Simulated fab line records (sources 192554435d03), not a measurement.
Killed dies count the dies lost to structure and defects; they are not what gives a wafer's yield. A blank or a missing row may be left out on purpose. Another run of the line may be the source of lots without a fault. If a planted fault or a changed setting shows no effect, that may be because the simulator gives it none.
The tool behind it: which one? + flow n5 finfet + 6 lots, 15 wafers sampled, at 2 steps of a route of 1938

## WHAT EACH GAUGE READ, for each wafer
N5_MIM_TOP_LITHO_INSPECT_12: inspects for defects (macro).
| lot  | measured     | on                | raw defect count |
|------|--------------|-------------------|------------------|
| L411 | day 12 08:20 | defect inspect-01 | 4 3              |
| L413 | day 13 02:29 | defect inspect-01 | 1 1 2            |
| L414 | day 13 06:35 | defect inspect-02 | 4 2 3            |
| L420 | day 14 20:21 | defect inspect-02 | 0 3 1            |
| L427 | day 16 19:25 | defect inspect-01 | 2 3              |
| L431 | day 17 22:56 | defect inspect-01 | 2 0              |

## TOOL THAT RAN EACH LOT (tool first, then ch and the chambers of the sampled wafers, then the start)
| lot  | N5_MIM_TOP_ALD_01                           |
|------|---------------------------------------------|
| L411 | ald hk-03 ch 0,3, day 12 08:20 or earlier   |
| L413 | ald hk-02 ch 0,2,3, day 13 02:29 or earlier |
| L414 | ald hk-03 ch 0,3, day 13 06:35 or earlier   |
| L420 | ald hk-03 ch 1,2,3, day 14 20:21 or earlier |
| L427 | ald hk-02 ch 0,2, day 16 19:25 or earlier   |
| L431 | ald hk-02 ch 0,3, day 17 22:56 or earlier   |
- N5_MIM_TOP_ALD_01: deposits HfO2, target thk 5.6 nm, pulse time 1 s, purge time 3 s.

## THE ANSWER, worked out from the rows above alone
Rule: what is usual is taken from the lots themselves. Put in order of their means at a reading, lots are off if they are a third of the lots or fewer, leave a main group of 4 or more, and stand apart from it by a gap of 3 or more times the standard deviation of the main group's means; of several such gaps the widest counts. A main group is skipped when, at the precision printed for the reading in the tables above, its means are all equal. Also off: a lot with no number at a reading for which 4 or more lots have one. The other lots that the step has rows for count as sound.
Across all readings shown, no lot is off: no conclusion can be drawn from this.

## WHAT THE SIMULATOR HAD INSERTED
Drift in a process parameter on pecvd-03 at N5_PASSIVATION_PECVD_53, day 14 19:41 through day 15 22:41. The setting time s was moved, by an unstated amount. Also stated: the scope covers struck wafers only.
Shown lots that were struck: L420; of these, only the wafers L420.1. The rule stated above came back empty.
